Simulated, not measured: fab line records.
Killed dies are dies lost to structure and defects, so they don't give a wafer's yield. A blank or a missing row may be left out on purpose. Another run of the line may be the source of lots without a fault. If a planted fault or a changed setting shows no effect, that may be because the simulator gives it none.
A single fault, viewed from 2 desks :: flow n5 finfet :: each desk has only its own numbers; what lay behind them comes last

== FOR THE TOOL OWNER'S DESK: ald sin-03 ==
The tool's own readings at N5_BEOL_M0_SAQP_ALD_48 (deposits SiO2, target thk 20 nm, pulse time 1 s, co reactant pulse time 1 s): means of the sampled wafers that have a number, for each lot that ran on this tool. Any lot whose mean is over 4 standard deviations away from the usual mean is out of limits and marked OUT; that distance is given in the brackets.
Columns: A = heater power w at N5_BEOL_M0_SAQP_ALD_48, usual 79 W; B = precursor pulse height rel at N5_BEOL_M0_SAQP_ALD_48, usual 0.999; C = susceptor temp C at N5_BEOL_M0_SAQP_ALD_48, usual 99.99 C
lot: L225
first seen here: day 7 21:13
A: 77
B: 1.015
C: 99.85

lot: L226
first seen here: day 8 00:48
A: 76
B: 1.006
C: 99.88

lot: L227
first seen here: day 8 01:39
A: 78
B: 1.008
C: -

lot: L238
first seen here: day 11 00:43
A: 87
B: 0.993
C: 100.17
This desk's finding: nothing out of limits on any of the 4 lots.

== FROM THE METROLOGY DESK ==
What the gauges read, lot by lot, whatever tool the lot ran on: means of the sampled wafers that have a number. Any lot whose mean is over 4 standard deviations away from the usual mean is out of limits and marked OUT; that distance is given in the brackets. Readings shown: 7 of its 10, picked as those furthest out on some lot.
Columns: A = DIBL_N at N5_BEOL_M4_RC_MEAS_101, usual 36.4 mV/V; B = IOFF_N at N5_BEOL_M4_RC_MEAS_101, usual 0.163 nA/um; C = IOFF_P at N5_BEOL_M4_RC_MEAS_101, usual 0.21 nA/um; D = ION_N at N5_BEOL_M4_RC_MEAS_101, usual 673 uA/um; E = ION_P at N5_BEOL_M4_RC_MEAS_101, usual 461 uA/um; F = SS_N at N5_BEOL_M4_RC_MEAS_101, usual 71.6 mV/dec; G = VT_P at N5_BEOL_M4_RC_MEAS_101, usual -250 mV
lot: L225
first seen here: day 9 20:35
A: 35.8
B: 0.161
C: 0.23
D: 674
E: 467
F: 71.9
G: -248

lot: L227
first seen here: day 10 02:45
A: 36.5
B: 0.181
C: 0.21
D: 694
E: 472
F: 71.2
G: -251

lot: L226
first seen here: day 10 08:56
A: 35.2
B: 0.147
C: 0.19
D: 666
E: 454
F: 71.4
G: -253

lot: L238
first seen here: day 13 15:05
A: 36.2
B: 0.162
C: 0.22
D: 679
E: 468
F: 71.1
G: -248

lot: L240
first seen here: day 13 17:56
A: 39.8
B: 0.198
C: 0.28
D: 679
E: 469
F: 72.3
G: -244
This desk's finding: nothing out of limits on any of the 5 lots.

== TAKEN TOGETHER ==
The tool owner's desk saw nothing out of limits.
At the metrology desk, nothing out of limits was observed.

== WHAT THE SIMULATOR PUT IN ==
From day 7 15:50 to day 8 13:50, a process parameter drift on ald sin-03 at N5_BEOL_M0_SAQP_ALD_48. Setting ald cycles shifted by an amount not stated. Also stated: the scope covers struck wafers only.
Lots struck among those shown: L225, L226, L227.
